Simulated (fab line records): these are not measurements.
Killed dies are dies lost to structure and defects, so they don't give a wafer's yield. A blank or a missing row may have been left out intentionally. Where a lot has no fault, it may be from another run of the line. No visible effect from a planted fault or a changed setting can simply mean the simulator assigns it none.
2 desks, one fault | flow nandHarc | every desk sees just its own numbers, and what lay behind them comes last

## METROLOGY DESK
Lot by lot, what the gauges showed, no matter which tool ran the lot: averages of those sampled wafers that carry a number. Marked OUT: a lot whose mean sits more than 4 standard deviations from the usual mean, which makes it out of limits; the brackets give that distance.
Columns: A = thkNm at NHARC_A_ONON_D2_THK_MEAS_11, usual 998 nm; B = cdNm at NHARC_A_CHANNEL_HOLE_D2_CD_MEAS_10, usual 100.1 nm
lot  | first seen here | A    | B
L437 | day 12 15:05    | 992  | 99.4
L441 | day 13 19:54    | 998  | 100.5
L443 | day 14 12:25    | 987  | 100.2
L442 | day 14 12:40    | 1001 | 100.1
L444 | day 15 06:38    | 1019 | 100.1
L446 | day 16 14:35    | 992  | 100.3
L449 | day 17 12:04    | 1000 | 99.8
L448 | day 17 12:30    | 1011 | 100.0
L450 | day 18 13:36    | 984  | 99.9
L451 | day 18 19:02    | 1008 | 99.7
L452 | day 18 19:05    | 1005 | 99.9
L456 | day 19 22:53    | 988  | 100.4
L457 | day 21 04:36    | 1017 | 100.6
This desk found nothing out of limits on any of the 13 lots.

## TOOL OWNER'S DESK, lithoTrack-04
The tool's own readings at NHARC_A_CHANNEL_HOLE_D2_SOFTBAKE_05 (time 55 s): means of the sampled wafers that have a number, for each lot that ran on this tool. Marked OUT: a lot whose mean sits more than 4 standard deviations from the usual mean, which makes it out of limits; the brackets give that distance.
Columns: A = heaterPowerTotalW at NHARC_A_CHANNEL_HOLE_D2_SOFTBAKE_05, usual 188.48 W; B = resistLineTempC at NHARC_A_CHANNEL_HOLE_D2_SOFTBAKE_05, usual 22.99 C
lot  | first seen here | A                        | B
L437 | day 13 04:00    | 188.65                   | 23.11
L442 | day 15 02:00    | 188.48                   | 22.98
L449 | day 18 02:00    | 188.51                   | 23.09
L451 | day 19 11:00    | 188.49                   | 22.99
L452 | day 19 12:00    | 233.59 (+99 or more) OUT | 23.09
L456 | day 20 10:00    | 278.41 (+99 or more) OUT | 22.87
This desk's finding: out of limits on L452, L456; first on L452, day 19 12:00 (heaterPowerTotalW at NHARC_A_CHANNEL_HOLE_D2_SOFTBAKE_05). L437, L442, L449, L451 stayed within limits.

## PUT TOGETHER
An alarm could have come from the tool owner's desk at day 19 12:00, on L452, L456.
The metrology desk saw nothing out of limits.
The metrology desk holds a record of L452, L456, inside its limits.
On lithoTrack-04, each named lot ran NHARC_A_CHANNEL_HOLE_D2_SOFTBAKE_05.

## WHAT THE SIMULATOR HAD INSERTED
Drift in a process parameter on lithoTrack-04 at NHARC_A_CHANNEL_HOLE_D2_SOFTBAKE_05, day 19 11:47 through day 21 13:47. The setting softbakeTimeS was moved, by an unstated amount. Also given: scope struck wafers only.
Struck lots among those shown: L452, L456.
Hours from the fault's start to each desk's first reading out of limits: the tool owner's desk, 0.
